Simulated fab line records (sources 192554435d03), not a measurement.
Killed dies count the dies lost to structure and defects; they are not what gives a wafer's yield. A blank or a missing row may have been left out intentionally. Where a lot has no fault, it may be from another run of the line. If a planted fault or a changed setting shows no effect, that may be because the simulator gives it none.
Split-lot trial + flow n5Finfet + 23 wafers read from 5 lots, route of 1938 steps

## ON THE SPLIT
At N5_MOL_CONTACT_COAG_EXPOSE_81 (exposes mask VG, defocus 0 nm), the setting doseMj was moved away from the recipe's 59.5 on 9 of the 23 wafers read, by -6.1% to +5.5%. This setting was run at the recipe's value on the other wafers.

## FROM THE SPLIT TO THE READING: what the file shows between them, 5 steps
- N5_MOL_CONTACT_COAG_PEB_82: peb time 60 s
- N5_MOL_CONTACT_COAG_DEVELOP_83: develop time 30 s
- N5_MOL_CONTACT_COAG_CD_MEAS_84: target cd 25.1 nm
- N5_MOL_CONTACT_COAG_PRECLEAN_144: cleans in alkaline clean, time 60 s
- N5_MOL_CONTACT_COAG_SRD_145: time 30 s

## THE READING
cdNm, in nm, at N5_MOL_CONTACT_COAG_CD_MEAS_137 (target cd 16 nm). On this fab line, fault-free wafers typically give 15.9 nm with a standard deviation of 0.39 nm.

| wafer  | tool, chamber at the split | doseMj as run | against the recipe | cdNm, nm | against lot-mates on the recipe |
|--------|----------------------------|---------------|--------------------|----------|---------------------------------|
| L078.2 | euvScanner-01, 0           | 59.5          | recipe             | 15.5     | -                               |
| L078.3 | euvScanner-01, 0           | 59.5          | recipe             | 15.6     | -                               |
| L078.4 | euvScanner-01, 0           | 59.5          | recipe             | 15.6     | -                               |
| L078.5 | euvScanner-01, 0           | 59.5          | recipe             | 16.1     | -                               |
| L078.6 | euvScanner-01, 0           | 59.5          | recipe             | 15.3     | -                               |
| L079.1 | euvScanner-01, 0           | 59.5          | recipe             | 16.3     | -                               |
| L079.2 | euvScanner-01, 0           | 55.85         | -6.1%              | 14.7     | -1.6                            |
| L079.4 | euvScanner-01, 0           | 55.85         | -6.1%              | 14.5     | -1.8                            |
| L079.5 | euvScanner-01, 0           | 55.85         | -6.1%              | 14.6     | -1.7                            |
| L079.6 | euvScanner-01, 0           | 59.5          | recipe             | 16.3     | -                               |
| L080.1 | euvScanner-01, 0           | 62.79         | +5.5%              | 17.2     | +0.7                            |
| L080.2 | euvScanner-01, 0           | 62.79         | +5.5%              | 17.2     | +0.7                            |
| L080.3 | euvScanner-01, 0           | 62.79         | +5.5%              | 17.3     | +0.8                            |
| L080.4 | euvScanner-01, 0           | 59.5          | recipe             | 16.7     | -                               |
| L080.5 | euvScanner-01, 0           | 59.5          | recipe             | 16.3     | -                               |
| L082.1 | euvScanner-01, 0           | 59.5          | recipe             | 15.6     | -                               |
| L082.4 | euvScanner-01, 0           | 59.5          | recipe             | 15.7     | -                               |
| L082.6 | euvScanner-01, 0           | 59.5          | recipe             | 15.8     | -                               |
| L091.2 | euvScanner-02, 0           | 62.6          | +5.2%              | 17.3     | +1.6                            |
| L091.3 | euvScanner-02, 0           | 59.5          | recipe             | 16.0     | -                               |
| L091.4 | euvScanner-02, 0           | 62.6          | +5.2%              | 16.5     | +0.8                            |
| L091.5 | euvScanner-02, 0           | 62.6          | +5.2%              | 16.8     | +1.1                            |
| L091.6 | euvScanner-02, 0           | 59.5          | recipe             | 15.5     | -                               |

THE FIT
A straight line over all 23 wafers: cdNm changes by +0.214 nm for each +1% of doseMj; r = +0.91; the points scatter about the line by 0.36 nm.
The same after taking each lot's own level away (the mean of its wafers on the recipe; 23 wafers): +0.218 nm for each +1%; r = +0.94; scatter 0.28 nm.
According to that fit, moving doseMj by its largest amount changes the reading by 1.3 nm.
From 15.62 to 16.50 nm: that is the span of the lots' own levels, equal to 2.3 times the standard deviation above.
Hence the lot-to-lot level has little effect on the slope; both slopes agree.
Check: for one of the wafers moved furthest among these (-6.1%), held out of the fit, the line's prediction against its lot-mates is -1.41 nm. It came out at -1.6 nm against them.

## ADDITIONAL SPLITS CARRIED BY THESE WAFERS
Note: prior to the reading, these wafers also went through further splits. Each is held against what the fit with the lots' levels taken away leaves over:
| other split on the same wafers | wafers away from the commonest value | r with cdNm (lot level and that fit taken away) |
|--------------------------------|--------------------------------------|-------------------------------------------------|
| N5_ZERO_LAYER_PECVD_02 timeS   | 7                                    | +0.14                                           |
| N5_FIN_SAQP_PEB_14 pebTimeS    | 6                                    | +0.12                                           |
| N5_FIN_SAQP_ETCH_52 sourceW    | 10                                   | +0.22                                           |
| N5_FIN_SAQP_ETCH_65 timeS      | 8                                    | -0.17                                           |
| N5_DUMMY_GATE_PECVD_30 timeS   | 7                                    | +0.07                                           |
| N5_DUMMY_GATE_EXPOSE_12 doseMj | 5                                    | -0.25                                           |
| N5_SD_EPI_P_COAT_34 spinRpm    | 7                                    | +0.06                                           |
| N5_SD_EPI_P_EPI_21 tempC       | 7                                    | -0.35                                           |
| N5_SD_ACTIVATION_LSA_01 tempC  | 8                                    | +0.16                                           |
| N5_GATE_CUT_DESCUM_18 timeS    | 4                                    | -0.01                                           |

## THE WHOLE CHAIN: every reading that the file lists as answering this split, in the file's order
| step                            | what it does      | reading | change (the file's fit)               | r (the file's) |
|---------------------------------|-------------------|---------|---------------------------------------|----------------|
| N5_MOL_CONTACT_COAG_CD_MEAS_84  | target cd 25.1 nm | cdNm    | +0.19 nm for each +1% of the setting  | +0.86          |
| N5_MOL_CONTACT_COAG_CD_MEAS_137 | target cd 16 nm   | cdNm    | +0.207 nm for each +1% of the setting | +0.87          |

## THE FILE'S OWN FIT
cdNm changes by +0.207 nm for each +1% of doseMj, r = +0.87.
